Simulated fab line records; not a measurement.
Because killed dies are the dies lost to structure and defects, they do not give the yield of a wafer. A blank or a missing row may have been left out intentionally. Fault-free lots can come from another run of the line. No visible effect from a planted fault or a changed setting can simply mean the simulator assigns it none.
Chamber matching || flow n5 finfet || 4 sister chambers for N5_BEOL_M15_DESCUM_33 on rie diel-02
The step chemistry O2, time 7.9 s. 20 wafers are shown with their chamber, then 10 later ones without.

EACH WAFER AND ITS CHAMBER
{"wafer": "L074.1", "chamber": 0, "showerhead plenum p Torr (Torr)": 2.12, "drypump motor current A (A)": 6.1, "throttle valve pct (%)": 19.7}
{"wafer": "L074.3", "chamber": 2, "showerhead plenum p Torr (Torr)": 2.01, "drypump motor current A (A)": 5.3, "throttle valve pct (%)": 20.5}
{"wafer": "L074.6", "chamber": 1, "showerhead plenum p Torr (Torr)": 2.22, "drypump motor current A (A)": 6.5, "throttle valve pct (%)": 20.3}
{"wafer": "L080.1", "chamber": 2, "showerhead plenum p Torr (Torr)": 2.01, "drypump motor current A (A)": 5.3, "throttle valve pct (%)": 20.6}
{"wafer": "L080.4", "chamber": 3, "showerhead plenum p Torr (Torr)": 2.10, "drypump motor current A (A)": 5.2, "throttle valve pct (%)": 20.7}
{"wafer": "L080.6", "chamber": 2, "showerhead plenum p Torr (Torr)": 2.01, "drypump motor current A (A)": 5.3, "throttle valve pct (%)": 20.5}
{"wafer": "L083.2", "chamber": 1, "showerhead plenum p Torr (Torr)": 2.21, "drypump motor current A (A)": 6.5, "throttle valve pct (%)": 20.4}
{"wafer": "L083.4", "chamber": 3, "showerhead plenum p Torr (Torr)": 2.10, "drypump motor current A (A)": 5.2, "throttle valve pct (%)": 20.7}
{"wafer": "L083.6", "chamber": 0, "showerhead plenum p Torr (Torr)": 2.12, "drypump motor current A (A)": 6.1, "throttle valve pct (%)": 19.7}
{"wafer": "L086.1", "chamber": 1, "showerhead plenum p Torr (Torr)": 2.21, "drypump motor current A (A)": 6.6, "throttle valve pct (%)": 20.4}
{"wafer": "L086.5", "chamber": 0, "showerhead plenum p Torr (Torr)": 2.11, "drypump motor current A (A)": 6.1, "throttle valve pct (%)": 19.7}
{"wafer": "L086.6", "chamber": 3, "showerhead plenum p Torr (Torr)": 2.09, "drypump motor current A (A)": 5.2, "throttle valve pct (%)": 20.7}
{"wafer": "L089.2", "chamber": 0, "showerhead plenum p Torr (Torr)": 2.11, "drypump motor current A (A)": 6.1, "throttle valve pct (%)": 19.8}
{"wafer": "L089.3", "chamber": 3, "showerhead plenum p Torr (Torr)": 2.09, "drypump motor current A (A)": 5.3, "throttle valve pct (%)": 20.7}
{"wafer": "L089.6", "chamber": 3, "showerhead plenum p Torr (Torr)": 2.09, "drypump motor current A (A)": 5.3, "throttle valve pct (%)": 20.7}
{"wafer": "L092.1", "chamber": 0, "showerhead plenum p Torr (Torr)": 2.11, "drypump motor current A (A)": 6.2, "throttle valve pct (%)": 19.7}
{"wafer": "L092.2", "chamber": 1, "showerhead plenum p Torr (Torr)": 2.20, "drypump motor current A (A)": 6.6, "throttle valve pct (%)": 20.4}
{"wafer": "L092.6", "chamber": 3, "showerhead plenum p Torr (Torr)": 2.09, "drypump motor current A (A)": 5.2, "throttle valve pct (%)": 20.7}
{"wafer": "L093.1", "chamber": 3, "showerhead plenum p Torr (Torr)": 2.09, "drypump motor current A (A)": 5.2, "throttle valve pct (%)": 20.7}
{"wafer": "L093.4", "chamber": 1, "showerhead plenum p Torr (Torr)": 2.20, "drypump motor current A (A)": 6.5, "throttle valve pct (%)": 20.4}

SIGNATURES (means of the wafers above)
{"reading": "showerhead plenum p Torr", "chamber 0": 2.1140, "chamber 1": 2.2080, "chamber 2": 2.0100, "chamber 3": 2.0929, "scatter within a chamber": 0.00582}
{"reading": "drypump motor current A", "chamber 0": 6.120, "chamber 1": 6.540, "chamber 2": 5.300, "chamber 3": 5.229, "scatter within a chamber": 0.0463}
{"reading": "throttle valve pct", "chamber 0": 19.720, "chamber 1": 20.380, "chamber 2": 20.533, "chamber 3": 20.700, "scatter within a chamber": 0.0376}
Rule: for a wafer and a chamber, the distance is found by dividing, reading by reading, the gap between the wafer's reading and the chamber's mean by the reading's scatter, squaring, summing and taking the root. If the next closest chamber is less than 2 further off than the closest, the wafer can't be placed; otherwise it belongs to the closest. The scatter: the root of (the sum of the squares of (reading less its chamber's mean) over the shown wafers, divided by (wafers less chambers)).

WAFERS WITHOUT THEIR CHAMBER
{"wafer": "L093.6", "showerhead plenum p Torr (Torr)": 2.00, "drypump motor current A (A)": 5.2, "throttle valve pct (%)": 20.6}
{"wafer": "L095.2", "showerhead plenum p Torr (Torr)": 2.11, "drypump motor current A (A)": 6.1, "throttle valve pct (%)": 19.8}
{"wafer": "L095.5", "showerhead plenum p Torr (Torr)": 2.20, "drypump motor current A (A)": 6.5, "throttle valve pct (%)": 20.4}
{"wafer": "L095.6", "showerhead plenum p Torr (Torr)": 2.11, "drypump motor current A (A)": 6.1, "throttle valve pct (%)": 19.8}
{"wafer": "L094.1", "showerhead plenum p Torr (Torr)": 2.00, "drypump motor current A (A)": 5.3, "throttle valve pct (%)": 20.6}
{"wafer": "L094.2", "showerhead plenum p Torr (Torr)": 2.09, "drypump motor current A (A)": 5.2, "throttle valve pct (%)": 20.7}
{"wafer": "L094.5", "showerhead plenum p Torr (Torr)": 2.00, "drypump motor current A (A)": 5.3, "throttle valve pct (%)": 20.6}
{"wafer": "L096.2", "showerhead plenum p Torr (Torr)": 2.11, "drypump motor current A (A)": 6.1, "throttle valve pct (%)": 19.8}
{"wafer": "L096.4", "showerhead plenum p Torr (Torr)": 2.00, "drypump motor current A (A)": 5.3, "throttle valve pct (%)": 20.6}
{"wafer": "L096.5", "showerhead plenum p Torr (Torr)": 2.11, "drypump motor current A (A)": 6.1, "throttle valve pct (%)": 19.8}

EACH ONE'S CHAMBER
{"wafer": "L093.6", "from the rows above": 2, "in truth": 2}
{"wafer": "L095.2", "from the rows above": 0, "in truth": 0}
{"wafer": "L095.5", "from the rows above": 1, "in truth": 1}
{"wafer": "L095.6", "from the rows above": 0, "in truth": 0}
{"wafer": "L094.1", "from the rows above": 2, "in truth": 2}
{"wafer": "L094.2", "from the rows above": 3, "in truth": 3}
{"wafer": "L094.5", "from the rows above": 2, "in truth": 2}
{"wafer": "L096.2", "from the rows above": 0, "in truth": 0}
{"wafer": "L096.4", "from the rows above": 2, "in truth": 2}
{"wafer": "L096.5", "from the rows above": 0, "in truth": 0}
Correct placement for 10 of the 10. Can't be placed from these rows: 0. 0 placed wrongly.
